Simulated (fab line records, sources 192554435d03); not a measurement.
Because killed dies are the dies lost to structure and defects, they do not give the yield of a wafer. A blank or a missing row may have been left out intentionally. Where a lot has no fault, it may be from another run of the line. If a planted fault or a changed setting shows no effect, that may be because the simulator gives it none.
Chamber matching ; flow n5Finfet ; N5_BEOL_M2_PRE_CLEAN_60 on cvdCo-01: 3 sister chambers
The step time 15 s. 5 wafers are shown with their chamber, then 7 later ones without.

WAFERS, EACH WITH ITS CHAMBER
wafer;chamber;heaterPowerW (W)
L316.6;0;78
L328.2;2;87
L328.5;1;149
L329.1;2;89
L329.4;1;150

WAFERS WITHOUT THEIR CHAMBER
wafer;heaterPowerW (W)
L329.5;75
L334.1;151
L334.2;77
L334.4;88
L335.2;147
L335.4;90
L335.5;78

EACH ONE'S CHAMBER
wafer;from the rows above;in truth
L329.5;0;0
L334.1;1;1
L334.2;0;0
L334.4;2;2
L335.2;1;1
L335.4;2;2
L335.5;0;0
Correctly placed: 7 of 7. Not placeable from these rows: 0. Wrongly placed: 0.
How it was worked out, from the rows above alone: a wafer's distance from a chamber is the root of the sum, over the readings, of the square of ((its reading less the chamber's mean) divided by the reading's scatter). If the next closest chamber is less than 2 further off than the closest, the wafer can't be placed; otherwise it belongs to the closest. The mean given for a chamber averages the wafers shown for that chamber. The scatter is the square root of a quotient: the sum, over the shown wafers, of each reading's squared deviation from its chamber's mean, divided by wafers minus chambers.
